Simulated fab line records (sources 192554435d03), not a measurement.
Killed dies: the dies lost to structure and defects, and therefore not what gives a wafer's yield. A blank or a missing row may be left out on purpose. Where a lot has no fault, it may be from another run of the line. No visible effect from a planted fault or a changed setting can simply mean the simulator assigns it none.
fab line records + flow n5_finfet
record:
- lots: 9
- wafers: 27
- last_day: 18
route steps=1938 shown ILD0@339 SDB@369 HKMG_FIN@387 BEOL_M4@1111 PASSIVATION@1936
lots that met no fault: from a run of the same line without faults
start_h: start of the lot's first displayed wafer, in hours after the record's first day + wait_h: hours from the lot's prior step to this one + " repeats the value in the row above + L1.1+2: one row covering several wafers at once + - no value present, or no start provided + * or withheld: withheld + < > ~ a bound
route shown NAME@n: a module of which the file shows steps, and the number in the route of the first + usual: average and standard deviation across the fault-free wafers + same: alike in all rows + chamber/n: place in a boat + sites: per-site readings + _std_site: standard deviation of those values + _edge_site: mean of outer sites minus mean of inner sites + radius_mm: for every site, how far away it sits from the centre of the wafer + mask NAME#n: copy n + behind: the most recent tool/chamber to have shaped the wafer + hold: reason for holding the lot/hours on hold/outcome of the hold + device: names the non-switching transistor (n, p or np) + end of line: the same wafers' tests at the end of the route + a step given without rows: its recipe and nothing more + killed: dies lost to structure and defects at the first sort, not the wafer's yield + map: dies across one wafer; x = killed, . = not, _ = none there
set.NAME: setting as actually run; set.NAME@STEP: the setting as run at that earlier step + model.NAME: the simulator's own value behind a step, which no gauge read
one table for each step of the route and one row for each wafer, over a sample of lots
services: when a tool's chamber went out of use (start_h, in hours from the record's first day, below 0 if earlier), for how many hours, and the reason
== steps ==
step: N5_ILD0_THK_MEAS_04
usual:
- thk_nm: 197.5/0.92
| lot.wafer | tool          | chamber | start_h | wait_h | thk_nm |
|-----------|---------------|---------|---------|--------|--------|
| L578.1    | film_metro-02 | -       | 67.98   | -      | 197.3  |
| L578.4    | "             | -       | "       | "      | 196.2  |
| L578.5    | "             | -       | "       | "      | 198.0  |
| L581.2    | film_metro-02 | -       | 84.33   | -      | 197.1  |
| L581.5    | "             | -       | "       | "      | 198.5  |
| L581.6    | "             | -       | "       | "      | 198.6  |
| L582.3    | film_metro-01 | -       | 90.39   | -      | 198.0  |
| L582.4    | "             | -       | "       | "      | 196.6  |
| L582.6    | "             | -       | "       | "      | 197.2  |
| L588.1    | film_metro-02 | -       | 134.96  | -      | 198.0  |
| L588.2    | "             | -       | "       | "      | 198.2  |
| L588.6    | "             | -       | "       | "      | 197.2  |
| L589.1    | film_metro-01 | -       | 138.05  | -      | 196.3  |
| L589.4    | "             | -       | "       | "      | 196.0  |
| L589.5    | "             | -       | "       | "      | 196.6  |
| L590.1    | film_metro-02 | -       | 141.88  | -      | 197.2  |
| L590.5    | "             | -       | "       | "      | 196.3  |
| L590.6    | "             | -       | "       | "      | 196.2  |
| L595.1    | film_metro-02 | -       | 167.98  | -      | 196.9  |
| L595.3    | "             | -       | "       | "      | 197.1  |
| L595.5    | "             | -       | "       | "      | 197.4  |
| L597.1    | film_metro-02 | -       | 181.56  | -      | 194.7  |
| L597.2    | "             | -       | "       | "      | 198.3  |
| L597.4    | "             | -       | "       | "      | 196.4  |
| L598.2    | film_metro-01 | -       | 187.39  | -      | 196.8  |
| L598.5    | "             | -       | "       | "      | 195.7  |
| L598.6    | "             | -       | "       | "      | 197.5  |
step: N5_SDB_CUT_ETCH_26
recipe:
- chemistry: HBr/Cl2/O2
- target: Si
- target_depth_a: 1296
- bt_time_s: 20
- mask_material: SiNx
- time_s: 51.8
- ion_energy_ev: *
- bias_w: *
- pressure_mtorr: 10
- icp_w: 800
- HBr_flow_sccm: 150
- Cl2_flow_sccm: 80
- O2_flow_sccm: 12
usual:
- bias_w: *
- drypump_motor_current_A: 5.6/0.62
- mfc_cl2_sccm: 80.01/0.24
- oes_product_au: 0.997/0.013
- throttle_valve_pct: 37.24/0.26
| lot.wafer | tool      | chamber | start_h | wait_h | bias_w | drypump_motor_current_A | mfc_cl2_sccm | oes_product_au | rf_hours_counter_h | throttle_valve_pct |
|-----------|-----------|---------|---------|--------|--------|-------------------------|--------------|----------------|--------------------|--------------------|
| L578.1    | rie_si-05 | 2       | 73.85   | 0.1    | *      | 5.3                     | 80.41        | 1.004          | 195                | 37.18              |
| L578.4    | "         | 2       | "       | "      | *      | 5.3                     | 79.80        | 1.011          | -                  | 37.20              |
| L578.5    | "         | 3       | "       | "      | *      | 6.8                     | 79.76        | 1.008          | -                  | 37.22              |
| L581.2    | rie_si-05 | 1       | 89.45   | 0.1    | *      | 6.3                     | 80.24        | 0.978          | 58                 | 37.64              |
| L581.5    | "         | 0       | "       | "      | *      | 4.9                     | 79.78        | 1.000          | -                  | 37.24              |
| L581.6    | "         | 3       | "       | "      | *      | 6.8                     | 79.65        | 1.012          | -                  | 37.22              |
| L582.3    | rie_si-06 | 3       | 95.51   | 0.1    | *      | 5.6                     | 79.93        | 0.976          | 142                | 37.22              |
| L582.4    | "         | 3       | "       | "      | *      | 5.6                     | 80.11        | 0.991          | -                  | 37.25              |
| L582.6    | "         | 0       | "       | "      | *      | 5.9                     | 80.22        | 0.994          | -                  | 37.68              |
| L588.1    | rie_si-05 | 3       | 139.84  | 0.1    | *      | 6.8                     | 79.95        | 1.010          | 129                | 37.21              |
| L588.2    | "         | 1       | "       | "      | *      | 6.3                     | 80.45        | 0.996          | 59                 | 37.64              |
| L588.6    | "         | 3       | "       | "      | *      | 6.8                     | 80.06        | 1.006          | -                  | 37.21              |
| L589.1    | rie_si-05 | 3       | 143.11  | 0.1    | *      | 6.8                     | 80.02        | 1.017          | 129                | 37.20              |
| L589.4    | "         | 0       | "       | "      | *      | 4.9                     | 80.62        | 1.002          | 189                | 37.25              |
| L589.5    | "         | 3       | "       | "      | *      | 6.8                     | 79.80        | 1.003          | -                  | 37.22              |
| L590.1    | rie_si-05 | 3       | 149.93  | 0.1    | *      | 6.8                     | 80.02        | 1.001          | 129                | 37.21              |
| L590.5    | "         | 3       | "       | "      | *      | 6.7                     | 80.25        | 1.008          | -                  | 37.21              |
| L590.6    | "         | 0       | "       | "      | *      | 4.9                     | 80.10        | 1.010          | -                  | 37.24              |
| L595.1    | rie_si-02 | 1       | 172.75  | 0.1    | *      | 4.6                     | 80.47        | 1.000          | 54                 | 37.01              |
| L595.3    | "         | 3       | "       | "      | *      | 5.3                     | 80.00        | 1.009          | 52                 | 36.93              |
| L595.5    | "         | 2       | "       | "      | *      | 6.1                     | 79.76        | 0.973          | -                  | 36.75              |
| L597.1    | rie_si-06 | 2       | 186.18  | 0.1    | *      | 4.9                     | 80.14        | 0.996          | 53                 | 37.45              |
| L597.2    | "         | 3       | "       | "      | *      | 5.6                     | 80.11        | 0.987          | 144                | 37.22              |
| L597.4    | "         | 1       | "       | "      | *      | 5.5                     | 79.96        | 1.000          | 33                 | 36.93              |
| L598.2    | rie_si-06 | 2       | 192.20  | 0.1    | *      | 4.9                     | 79.48        | 0.987          | 53                 | 37.44              |
| L598.5    | "         | 3       | "       | "      | *      | 5.6                     | 79.54        | 0.984          | -                  | 37.24              |
| L598.6    | "         | 0       | "       | "      | *      | 5.9                     | 80.16        | 0.994          | -                  | 37.67              |
step: N5_HKMG_FIN_HK_ANNEAL_02
recipe:
- temp_c: 700
- time_s: 30
- ambient: N2
- idle_temp_c: 600
- ramp_up_c_per_s: 150
- ramp_down_c_per_s: 60
- cool_to_c: 600
usual:
- lamp_power_pct: 8.80/0.053
- lamp_zone_3_pct: 8.800/0.014
- lamp_zone_6_pct: 8.725/0.012
- lamp_zone_7_pct: 9.192/0.013
- wafer_temp_C_max: 703.0/0.67
| lot.wafer | tool          | chamber | start_h | wait_h | lamp_power_pct | lamp_zone_3_pct | lamp_zone_6_pct | lamp_zone_7_pct | wafer_temp_C_max |
|-----------|---------------|---------|---------|--------|----------------|-----------------|-----------------|-----------------|------------------|
| L578.1    | rtp_anneal-01 | 0       | 77.86   | 0.1    | 8.82           | 8.807           | 8.736           | 9.187           | 702.7            |
| L578.4    | "             | 0       | "       | "      | 8.80           | 8.797           | 8.713           | 9.183           | 701.5            |
| L578.5    | "             | 0       | "       | "      | 8.77           | 8.808           | 8.736           | 9.173           | 703.7            |
| L581.2    | rtp_anneal-02 | 0       | 96.40   | 0.2    | 8.76           | 8.812           | 8.716           | 9.178           | 702.9            |
| L581.5    | "             | 0       | "       | "      | 8.80           | 8.791           | 8.712           | 9.192           | 704.7            |
| L581.6    | "             | 0       | "       | "      | 8.81           | 8.795           | 8.730           | 9.193           | 702.2            |
| L582.3    | rtp_anneal-02 | 0       | 102.21  | 0.2    | 8.74           | 8.791           | 8.731           | 9.176           | 703.7            |
| L582.4    | "             | 0       | "       | "      | 8.75           | 8.792           | 8.711           | 9.180           | 704.6            |
| L582.6    | "             | 0       | "       | "      | 8.70           | 8.819           | 8.721           | 9.192           | 702.2            |
| L588.1    | rtp_anneal-01 | 0       | 144.02  | 0.2    | 8.79           | 8.794           | 8.753           | 9.183           | 702.7            |
| L588.2    | "             | 0       | "       | "      | 8.83           | 8.804           | 8.733           | 9.192           | 704.0            |
| L588.6    | "             | 0       | "       | "      | 8.92           | 8.824           | 8.734           | 9.164           | 703.2            |
| L589.1    | rtp_anneal-02 | 0       | 147.22  | 0.1    | 8.83           | 8.812           | 8.731           | 9.204           | 704.4            |
| L589.4    | "             | 0       | "       | "      | 8.67           | 8.793           | 8.732           | 9.176           | 702.9            |
| L589.5    | "             | 0       | "       | "      | 8.74           | 8.817           | 8.723           | 9.196           | 703.4            |
| L590.1    | rtp_anneal-02 | 0       | 154.12  | 0.1    | 8.81           | 8.807           | 8.718           | 9.191           | 702.8            |
| L590.5    | "             | 0       | "       | "      | 8.79           | 8.810           | 8.733           | 9.220           | 702.7            |
| L590.6    | "             | 0       | "       | "      | 8.77           | 8.800           | 8.723           | 9.190           | 703.1            |
| L595.1    | rtp_anneal-01 | 0       | 176.95  | 0.3    | 8.86           | 8.784           | 8.739           | 9.194           | 702.2            |
| L595.3    | "             | 0       | "       | "      | 8.82           | 8.783           | 8.721           | 9.171           | 702.8            |
| L595.5    | "             | 0       | "       | "      | 8.83           | 8.799           | 8.726           | 9.179           | 703.0            |
| L597.1    | rtp_anneal-01 | 0       | 190.74  | 0.1    | 8.82           | 8.803           | 8.738           | 9.194           | 702.8            |
| L597.2    | "             | 0       | "       | "      | 8.88           | 8.813           | 8.710           | 9.195           | 704.3            |
| L597.4    | "             | 0       | "       | "      | 8.83           | 8.806           | 8.715           | 9.209           | 702.4            |
| L598.2    | rtp_anneal-01 | 0       | 196.24  | 0.1    | 8.88           | 8.804           | 8.716           | 9.202           | 703.0            |
| L598.5    | "             | 0       | "       | "      | 8.85           | 8.813           | 8.732           | 9.195           | 702.6            |
| L598.6    | "             | 0       | "       | "      | 8.79           | 8.818           | 8.730           | 9.196           | 703.1            |
step: N5_HKMG_FIN_ALD_74
recipe:
- material: La2O3
- target_thk_a: 5
- temp_c: 250
- ald_precursor_family: La-Cp
- ald_co_reactant: O3
- pulse_time_s: 6
- co_reactant_pulse_time_s: 1
- purge_time_s: 3
- co_reactant_purge_time_s: 3
usual:
- heater_power_w: 363/49
- precursor_pulse_height_rel: 1.003/0.021
| lot.wafer | tool      | chamber | start_h | wait_h | heater_power_w | precursor_pulse_height_rel |
|-----------|-----------|---------|---------|--------|----------------|----------------------------|
| L578.1    | ald_hk-02 | 0       | 78.08   | 0.2    | 427            | 1.032                      |
| L578.4    | "         | 3       | "       | "      | 367            | 0.993                      |
| L578.5    | "         | 2       | "       | "      | 413            | 0.972                      |
| L581.2    | ald_hk-02 | 2       | 96.58   | 0.2    | 425            | 1.008                      |
| L581.5    | "         | 2       | "       | "      | 411            | 0.979                      |
| L581.6    | "         | 3       | "       | "      | 371            | 0.988                      |
| L582.3    | ald_hk-03 | 2       | 102.38  | 0.1    | 443            | 1.024                      |
| L582.4    | "         | 0       | "       | "      | 318            | 0.964                      |
| L582.6    | "         | 1       | "       | "      | 306            | 1.017                      |
| L588.1    | ald_hk-03 | 1       | 144.24  | 0.2    | 310            | 1.049                      |
| L588.2    | "         | 2       | "       | "      | 451            | 1.003                      |
| L588.6    | "         | 2       | "       | "      | 436            | 0.964                      |
| L589.1    | ald_hk-02 | 3       | 147.44  | 0.2    | 371            | 0.974                      |
| L589.4    | "         | 1       | "       | "      | 408            | 0.979                      |
| L589.5    | "         | 0       | "       | "      | 421            | 1.023                      |
| L590.1    | ald_hk-03 | 2       | 154.34  | 0.2    | 440            | 1.003                      |
| L590.5    | "         | 2       | "       | "      | 440            | 0.985                      |
| L590.6    | "         | 1       | "       | "      | 312            | 0.992                      |
| L595.1    | ald_hk-03 | 1       | 177.17  | 0.2    | 308            | 1.008                      |
| L595.3    | "         | 2       | "       | "      | 439            | 1.021                      |
| L595.5    | "         | 1       | "       | "      | 309            | 0.994                      |
| L597.1    | ald_hk-01 | 1       | 190.97  | 0.2    | 340            | 1.018                      |
| L597.2    | "         | 0       | "       | "      | 334            | 0.975                      |
| L597.4    | "         | 2       | "       | "      | 387            | 0.961                      |
| L598.2    | ald_hk-03 | 2       | 196.43  | 0.2    | 436            | 1.007                      |
| L598.5    | "         | 2       | "       | "      | 442            | 0.979                      |
| L598.6    | "         | 1       | "       | "      | 311            | 0.980                      |
step: N5_BEOL_M4_RC_MEAS_101
usual:
- DIBL_N: 35.9/1.3
- DIBL_P: 35.9/1.5
- IOFF_N: 0.152/0.023
- IOFF_P: 0.204/0.027
- ION_N: 673/9.2
- ION_P: 462/6.7
- SS_N: 71.4/0.48
- SS_P: 73.2/0.55
- VT_N: 250.3/2.6
- VT_P: -250.6/3
| lot.wafer | tool      | chamber | start_h | wait_h | DIBL_N[mV/V] | DIBL_P[mV/V] | IOFF_N[nA/um] | IOFF_P[nA/um] | ION_N[uA/um] | ION_P[uA/um] | SS_N[mV/dec] | SS_P[mV/dec] | VT_N[mV] | VT_P[mV] |
|-----------|-----------|---------|---------|--------|--------------|--------------|---------------|---------------|--------------|--------------|--------------|--------------|----------|----------|
| L578.1    | prober-01 | 0       | 186.74  | 0.0    | 35.9         | 36.2         | 0.177         | 0.208         | 682          | 458          | 71.3         | 73.9         | 246.9    | -250.4   |
| L578.4    | "         | 0       | "       | "      | 35.3         | 35.8         | 0.163         | 0.198         | 679          | 459          | 71.8         | 73.7         | 248.9    | -251.5   |
| L578.5    | "         | 0       | "       | "      | 34.9         | 36.1         | 0.159         | 0.204         | 676          | 464          | 70.8         | 73.1         | 248.7    | -252.7   |
| L582.3    | prober-01 | 0       | 208.75  | 0.3    | 36.4         | 35.8         | 0.154         | 0.200         | 679          | 463          | 72.0         | 73.5         | 249.3    | -250.5   |
| L582.4    | "         | 0       | "       | "      | 37.3         | 37.5         | 0.167         | 0.220         | 662          | 460          | 71.9         | 74.8         | 248.3    | -250.0   |
| L582.6    | "         | 0       | "       | "      | 35.5         | 35.5         | 0.135         | 0.189         | 666          | 463          | 71.7         | 72.9         | 249.8    | -253.4   |
| L581.2    | prober-01 | 0       | 213.20  | 0.2    | 36.6         | 36.6         | 0.135         | 0.175         | 670          | 456          | 71.2         | 72.8         | 253.0    | -253.4   |
| L581.5    | "         | 0       | "       | "      | 35.3         | 34.7         | 0.122         | 0.159         | 676          | 453          | 70.6         | 72.6         | 253.1    | -254.0   |
| L581.6    | "         | 0       | "       | "      | 37.3         | 38.1         | 0.162         | 0.214         | 685          | 469          | 71.8         | 73.6         | 251.9    | -250.3   |
| L589.1    | prober-01 | 0       | 249.16  | 0.0    | 34.3         | 33.5         | 0.154         | 0.211         | 683          | 472          | 71.5         | 72.7         | 248.0    | -249.9   |
| L589.4    | "         | 0       | "       | "      | 35.1         | 33.7         | 0.163         | 0.210         | 681          | 463          | 71.7         | 73.3         | 248.1    | -249.2   |
| L589.5    | "         | 0       | "       | "      | 34.8         | 34.6         | 0.161         | 0.225         | 679          | 470          | 71.2         | 74.5         | 249.0    | -248.3   |
| L588.1    | prober-01 | 0       | 266.27  | 0.0    | 35.2         | 36.2         | 0.158         | 0.216         | 679          | 469          | 71.9         | 72.9         | 250.1    | -248.2   |
| L588.2    | "         | 0       | "       | "      | 32.5         | 33.7         | 0.120         | 0.180         | 670          | 462          | 70.6         | 72.4         | 252.9    | -250.1   |
| L588.6    | "         | 0       | "       | "      | 35.8         | 36.4         | 0.160         | 0.222         | 671          | 462          | 71.1         | 73.5         | 251.2    | -248.6   |
| L590.1    | prober-02 | 0       | 274.88  | 0.0    | 36.3         | 33.9         | 0.147         | 0.227         | 669          | 472          | 71.5         | 72.4         | 248.6    | -244.2   |
| L590.5    | "         | 0       | "       | "      | 36.9         | 34.5         | 0.148         | 0.227         | 678          | 467          | 71.1         | 73.4         | 251.3    | -247.5   |
| L590.6    | "         | 0       | "       | "      | 38.0         | 36.4         | 0.184         | 0.275         | 692          | 477          | 71.6         | 73.6         | 247.6    | -243.5   |
| L595.1    | prober-02 | 0       | 302.23  | 0.0    | 34.5         | 36.0         | 0.143         | 0.198         | 681          | 470          | 71.5         | 73.3         | 252.2    | -248.9   |
| L595.3    | "         | 0       | "       | "      | 33.8         | 35.6         | 0.137         | 0.187         | 665          | 466          | 71.2         | 73.1         | 253.1    | -253.0   |
| L595.5    | "         | 0       | "       | "      | 35.7         | 37.6         | 0.164         | 0.223         | 681          | 467          | 71.5         | 73.5         | 249.4    | -251.9   |
| L597.1    | prober-02 | 0       | 305.47  | 0.0    | 36.1         | 36.0         | 0.162         | 0.183         | 675          | 454          | 71.9         | 73.0         | 250.0    | -253.1   |
| L597.2    | "         | 0       | "       | "      | 36.2         | 36.6         | 0.164         | 0.187         | 668          | 455          | 72.0         | 73.8         | 248.5    | -255.2   |
| L597.4    | "         | 0       | "       | "      | 35.4         | 35.8         | 0.149         | 0.176         | 669          | 452          | 71.4         | 73.1         | 250.2    | -256.0   |
| L598.2    | prober-02 | 0       | 313.59  | 0.2    | 35.1         | 35.8         | 0.128         | 0.167         | 669          | 455          | 71.1         | 73.3         | 255.3    | -254.2   |
| L598.5    | "         | 0       | "       | "      | 35.0         | 36.8         | 0.132         | 0.175         | 668          | 454          | 71.7         | 73.4         | 253.2    | -253.3   |
| L598.6    | "         | 0       | "       | "      | 35.1         | 36.6         | 0.138         | 0.171         | 672          | 456          | 71.8         | 73.2         | 252.9    | -257.5   |
step: N5_PASSIVATION_PROBE_49
usual:
- defect_limited_yield: 91.0/1.5
- killed_at_M0_to_M3: 37/12
- killed_at_M4_up: 13/5
- killed_at_contacts: 13/6.1
- killed_at_front_end: 39/11
- killed_at_other: 4/3.2
- killed_dies: 106/17
- killed_on_rim: 13/4.2
- killed_open: 69/12
- killed_short: 35/7.9
- sort_bin_5_function: 5.3/1
- sort_bin_6_memory: 3.3/0.68
- sort_n_pass: 1074/17
- sort_yield_pct: 91.0/1.5
same:
- gross_dies: 1180
- killed_at_back_side: 0
- sort_bin_4_leakage[%]: 0
- sort_bin_8_speed[%]: 0
| lot.wafer | tool      | chamber | start_h | wait_h | defect_limited_yield[%] | killed_at_M0_to_M3 | killed_at_M4_up | killed_at_contacts | killed_at_front_end | killed_at_other | killed_dies | killed_on_rim | killed_open | killed_short | sort_bin_5_function[%] | sort_bin_6_memory[%] | sort_n_pass | sort_yield_pct[%] |
|-----------|-----------|---------|---------|--------|-------------------------|--------------------|-----------------|--------------------|---------------------|-----------------|-------------|---------------|-------------|--------------|------------------------|----------------------|-------------|-------------------|
| L578.1    | prober-02 | -       | 292.11  | 0.0    | 91.9                    | 31                 | 14              | 9                  | 38                  | 4               | 96          | 11            | 61          | 30           | 4.4                    | 3.1                  | 1084        | 91.9              |
| L578.4    | prober-02 | -       | 292.26  | 0.2    | 91.5                    | 31                 | 14              | 7                  | 41                  | 7               | 100         | 14            | 70          | 29           | 5.2                    | 3.1                  | 1080        | 91.5              |
| L578.5    | prober-02 | -       | 292.31  | 0.2    | 89.5                    | 47                 | 6               | 14                 | 54                  | 3               | 124         | 16            | 79          | 44           | 5.2                    | 4.7                  | 1056        | 89.5              |
| L582.3    | prober-01 | -       | 307.47  | 0.1    | 92.5                    | 41                 | 9               | 7                  | 24                  | 8               | 89          | 13            | 59          | 27           | 4.2                    | 3.1                  | 1091        | 92.5              |
| L582.4    | prober-01 | -       | 307.52  | 0.2    | 92.1                    | 30                 | 11              | 14                 | 28                  | 10              | 93          | 12            | 59          | 27           | 5.3                    | 2.4                  | 1087        | 92.1              |
| L582.6    | prober-01 | -       | 307.62  | 0.3    | 90.6                    | 35                 | 21              | 9                  | 33                  | 13              | 111         | 14            | 72          | 38           | 5.5                    | 3.6                  | 1069        | 90.6              |
| L588.1    | prober-01 | -       | 374.41  | 0.0    | 90.2                    | 52                 | 8               | 10                 | 41                  | 5               | 116         | 15            | 80          | 35           | 5.8                    | 3.8                  | 1064        | 90.2              |
| L588.2    | prober-01 | -       | 374.46  | 0.1    | 90.4                    | 46                 | 11              | 18                 | 29                  | 9               | 113         | 16            | 78          | 34           | 5.9                    | 3.5                  | 1067        | 90.4              |
| L588.6    | prober-01 | -       | 374.66  | 0.3    | 89.7                    | 41                 | 21              | 11                 | 37                  | 12              | 122         | 20            | 77          | 44           | 5.9                    | 3.9                  | 1058        | 89.7              |
killed by level:class
L578.1 STI_FIN_REVEAL:geometric_particle:open=13 MOL_CONTACT_COAG:geometric_particle:open=8 BEOL_M0_SAQP:geometric_particle:open=8 FIN_SAQP:geometric_particle:open=7 BEOL_M0_SAQP:geometric_particle:short=7 BEOL_M4:geometric_particle:open=6 BEOL_M3:geometric_particle:open=5 BEOL_M4:geometric_particle:short=4
L578.4 STI_FIN_REVEAL:geometric_particle:open=13 FIN_SAQP:geometric_particle:open=8 BEOL_M0_SAQP:geometric_particle:open=7 BEOL_M0_SAQP:geometric_particle:short=6 MOL_CONTACT_COAG:geometric_particle:open=5 BEOL_M0:geometric_particle:open=5 BEOL_M2:geometric_particle:open=5 GATE_CUT:geometric_particle:short=4
L578.5 STI_FIN_REVEAL:geometric_particle:open=14 MOL_CONTACT_COAG:geometric_particle:open=12 BEOL_M0_SAQP:geometric_particle:open=10 BEOL_M0_SAQP:geometric_particle:short=9 FIN_SAQP:geometric_particle:open=8 FIN_SAQP:geometric_particle:short=8 GATE_CUT:geometric_particle:short=8 BEOL_M2:geometric_particle:open=7
L582.3 BEOL_M0_SAQP:geometric_particle:open=15 BEOL_M0_SAQP:geometric_particle:short=7 STI_FIN_REVEAL:geometric_particle:open=6 BEOL_M3:geometric_particle:open=6 MOL_CONTACT_COAG:geometric_particle:open=5 BEOL_M2:geometric_particle:open=4 DUMMY_GATE:geometric_particle:open=3 BEOL_M1:geometric_particle:open=3
L582.4 BEOL_M0_SAQP:geometric_particle:short=13 MOL_CONTACT_COAG:geometric_particle:open=10 STI_FIN_REVEAL:geometric_particle:open=8 BEOL_M0_SAQP:geometric_particle:open=8 FIN_SAQP:geometric_particle:open=7 MOL_CONTACT_COAG:geometric_particle:short=4 MIM_BOT:geometric_particle:open=4 FIN_SAQP:geometric_particle:short=3
L582.6 BEOL_M0_SAQP:geometric_particle:open=15 STI_FIN_REVEAL:geometric_particle:open=10 BEOL_M0_SAQP:geometric_particle:short=7 MOL_CONTACT_COAG:geometric_particle:open=6 BEOL_M5:geometric_particle:open=6 BEOL_M4:geometric_particle:open=5 STI_FIN_REVEAL:geometric_particle:short=4 GATE_CUT:geometric_particle:short=4
L588.1 BEOL_M1:geometric_particle:open=19 FIN_SAQP:geometric_particle:open=18 FIN_SAQP:geometric_particle:short=11 MOL_CONTACT_COAG:geometric_particle:open=10 BEOL_M0_SAQP:geometric_particle:short=10 BEOL_M0_SAQP:geometric_particle:open=9 BEOL_M3:geometric_particle:open=7 PAD_METAL:geometric_particle:open=3
L588.2 MOL_CONTACT_COAG:geometric_particle:open=15 BEOL_M3:geometric_particle:open=13 BEOL_M0_SAQP:geometric_particle:short=11 BEOL_M0_SAQP:geometric_particle:open=9 BEOL_M4:geometric_particle:open=8 STI_FIN_REVEAL:geometric_particle:open=4 GATE_CUT:geometric_particle:short=4 GATE_CUT:geometric_particle:open=4
L588.6 BEOL_M0_SAQP:geometric_particle:short=11 BEOL_M0_SAQP:geometric_particle:open=11 MOL_CONTACT_COAG:geometric_particle:open=9 BEOL_M4:geometric_particle:open=9 STI_FIN_REVEAL:geometric_particle:open=7 FIN_SAQP:geometric_particle:open=6 PASS1_CAP:geometric_particle:short=6 BEOL_M1:geometric_particle:open=5
== services ==
| tool      | chamber | start_h | hours | kind           |
|-----------|---------|---------|-------|----------------|
| rie_si-06 | 3       | 59.53   | 1.7   | repair         |
| rie_si-05 | 1       | 72.60   | 3.6   | repair         |
| rie_si-06 | 2       | 75.11   | 39.6  | repair         |
| ald_hk-01 | -       | 92.13   | 8.7   | pm             |
| rie_si-06 | -       | 98.32   | 4.3   | pm             |
| rie_si-06 | 3       | 106.99  | 3.7   | repair         |
| rie_si-05 | 2       | 125.20  | -     | clean          |
| rie_si-05 | 2       | 125.20  | 13.7  | scheduled_down |
| rie_si-05 | 2       | 125.20  | 13.7  | vent_cycle     |
| rie_si-06 | -       | 137.70  | 14.6  | pm             |
| rie_si-06 | -       | 158.76  | 0.3   | repair         |
| rie_si-06 | 3       | 163.21  | 1.5   | repair         |
| rie_si-05 | -       | 168.90  | 0.2   | repair         |
| rie_si-02 | 3       | 186.91  | 4.1   | repair         |
| rie_si-06 | 1       | 188.95  | 15.3  | repair         |
== key ==
first_sign:
- step: N5_SDB_CUT_ETCH_26
- reading: bias_w
- direction: up
- sigmas: 83
- usual: *
- struck: *
effect none on later readings
met_at N5_SDB_CUT_ETCH_26
struck_lots L589,L590
struck_wafers L589.4,L590.6
not_acting_at N5_ILD0_THK_MEAS_04,N5_HKMG_FIN_HK_ANNEAL_02,N5_HKMG_FIN_ALD_74
onset_between 89.45 143.11
fault:
- kind: process_parameter_drift
- tool: rie_si-05
- chamber: 0
- onset_h: 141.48
- steps: N5_SDB_CUT_ETCH_26
- channel: bias_w
- offset: *
- shape: step
- end_h: 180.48
- acts_in: *
- stated: *
